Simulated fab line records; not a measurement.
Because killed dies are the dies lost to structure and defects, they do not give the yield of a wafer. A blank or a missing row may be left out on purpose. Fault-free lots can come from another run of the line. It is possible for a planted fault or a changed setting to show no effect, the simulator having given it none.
Chamber matching + flow n5_finfet + N5_BEOL_M4_ETCH_77 on rie_diel-06 has 4 sister chambers
The step etches underlayer in N2/H2, target depth 6.5 nm, time 5.2 s. 18 wafers are shown with their chamber, then 9 later ones without.

## WAFERS, EACH WITH ITS CHAMBER
| wafer  | chamber | showerhead_plenum_p_Torr (Torr) | throttle_valve_pct (%) | oes_product_au (a.u.) |
|--------|---------|---------------------------------|------------------------|-----------------------|
| L075.1 | 0       | 2.52                            | 17.88                  | 0.60                  |
| L075.4 | 1       | 2.60                            | 17.74                  | 0.77                  |
| L075.5 | 2       | 2.49                            | 17.80                  | 0.74                  |
| L080.1 | 3       | 2.52                            | 18.14                  | 0.60                  |
| L080.4 | 2       | 2.48                            | 17.77                  | 0.72                  |
| L080.6 | 0       | 2.52                            | 17.91                  | 0.60                  |
| L083.1 | 0       | 2.52                            | 17.89                  | 0.61                  |
| L083.2 | 2       | 2.48                            | 17.80                  | 0.72                  |
| L083.4 | 3       | 2.52                            | 18.17                  | 0.60                  |
| L082.2 | 2       | 2.48                            | 17.79                  | 0.71                  |
| L082.3 | 3       | 2.52                            | 18.16                  | 0.61                  |
| L082.6 | 0       | 2.52                            | 17.88                  | 0.61                  |
| L085.2 | 1       | 2.60                            | 17.79                  | 0.76                  |
| L085.3 | 0       | 2.51                            | 17.91                  | 0.61                  |
| L085.4 | 2       | 2.47                            | 17.80                  | 0.71                  |
| L086.2 | 0       | 2.51                            | 17.92                  | 0.61                  |
| L086.3 | 1       | 2.60                            | 17.77                  | 0.74                  |
| L086.5 | 2       | 2.47                            | 17.81                  | 0.71                  |

SIGNATURES (averages over the wafers above)
| reading                  | chamber 0 | chamber 1 | chamber 2 | chamber 3 | scatter within a chamber |
|--------------------------|-----------|-----------|-----------|-----------|--------------------------|
| showerhead_plenum_p_Torr | 2.5167    | 2.6000    | 2.4783    | 2.5200    | 0.00546                  |
| throttle_valve_pct       | 17.8983   | 17.7667   | 17.7950   | 18.1567   | 0.0173                   |
| oes_product_au           | 0.6067    | 0.7567    | 0.7183    | 0.6033    | 0.00982                  |
Rule: for each reading, subtract the chamber's mean from the wafer's reading, divide by that reading's scatter and square the result; add these up over the readings and take the root, which gives the wafer's distance from the chamber. If the next closest chamber is less than 2 further off than the closest, the wafer can't be placed; otherwise it belongs to the closest. How the scatter is found: for the shown wafers, subtract from each reading the mean of its chamber, square and add these, divide the total by (wafers less chambers), then take the root.

## WAFERS WHOSE CHAMBER IS MISSING
| wafer  | showerhead_plenum_p_Torr (Torr) | throttle_valve_pct (%) | oes_product_au (a.u.) |
|--------|---------------------------------|------------------------|-----------------------|
| L087.2 | 2.51                            | 17.95                  | 0.60                  |
| L087.3 | 2.47                            | 17.81                  | 0.70                  |
| L087.6 | 2.51                            | 18.15                  | 0.60                  |
| L092.1 | 2.51                            | 17.74                  | 0.88                  |
| L092.4 | 2.47                            | 17.82                  | 0.68                  |
| L092.6 | 2.51                            | 17.95                  | 0.60                  |
| L095.1 | 2.51                            | 17.73                  | 0.83                  |
| L095.2 | 2.50                            | 17.95                  | 0.58                  |
| L095.4 | 2.58                            | 17.81                  | 0.71                  |

## EACH ONE'S CHAMBER
| wafer  | from the rows above | in truth                   |
|--------|---------------------|----------------------------|
| L087.2 | 0                   | 0                          |
| L087.3 | 2                   | 2                          |
| L087.6 | 3                   | 3                          |
| L092.1 | 2                   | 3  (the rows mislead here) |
| L092.4 | 2                   | 2                          |
| L092.6 | 0                   | 0                          |
| L095.1 | 2                   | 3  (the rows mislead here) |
| L095.2 | 0                   | 0                          |
| L095.4 | 1                   | 1                          |
Placed correctly: 7 of 9. Not placeable from these rows: 0. Placed wrongly: 2.
